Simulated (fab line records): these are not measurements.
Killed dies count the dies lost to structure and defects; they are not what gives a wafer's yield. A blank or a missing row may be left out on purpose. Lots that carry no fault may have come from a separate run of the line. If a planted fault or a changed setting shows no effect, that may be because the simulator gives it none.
Chamber matching    flow n5Finfet    N5_BEOL_M6_STRIP_36 on rieDiel-02 has 4 sister chambers
The step strips in N2/H2. 8 wafers are shown with their chamber, then 10 later ones without.

## WAFERS WITH THEIR CHAMBER
wafer   chamber  drypumpMotorCurrentA (A)  showerheadPlenumPTorr (Torr)
L084.2  1        6.7                       2.48
L085.2  0        5.0                       2.70
L085.3  2        5.0                       2.55
L087.2  1        6.7                       2.48
L087.3  3        5.9                       2.69
L087.6  0        5.0                       2.70
L089.3  3        5.9                       2.68
L089.5  2        4.9                       2.55

## WAFERS MISSING THEIR CHAMBER
wafer   drypumpMotorCurrentA (A)  showerheadPlenumPTorr (Torr)
L089.6  6.7                       2.48
L088.1  5.9                       2.69
L088.3  5.0                       2.70
L088.4  4.9                       2.55
L091.2  5.9                       2.68
L091.5  4.9                       2.55
L091.6  6.7                       2.48
L095.1  5.9                       2.68
L095.2  6.7                       2.47
L095.4  5.0                       2.54

## EACH ONE'S CHAMBER
wafer   from the rows above  in truth
L089.6  1                    1
L088.1  3                    3
L088.3  0                    0
L088.4  2                    2
L091.2  3                    3
L091.5  2                    2
L091.6  1                    1
L095.1  3                    3
L095.2  1                    1
L095.4  2                    2
Correctly placed: 10 of 10. From these rows, 0 cannot be placed. Placed wrongly: 0.
How it was worked out, from the rows above alone: a wafer's distance from a chamber is the root of the sum, over the readings, of the square of ((its reading less the chamber's mean) divided by the reading's scatter). If the next closest chamber is less than 2 further off than the closest, the wafer can't be placed; otherwise it belongs to the closest. A chamber's mean is the mean of its shown wafers. The scatter: the root of (the sum of the squares of (reading less its chamber's mean) over the shown wafers, divided by (wafers less chambers)).
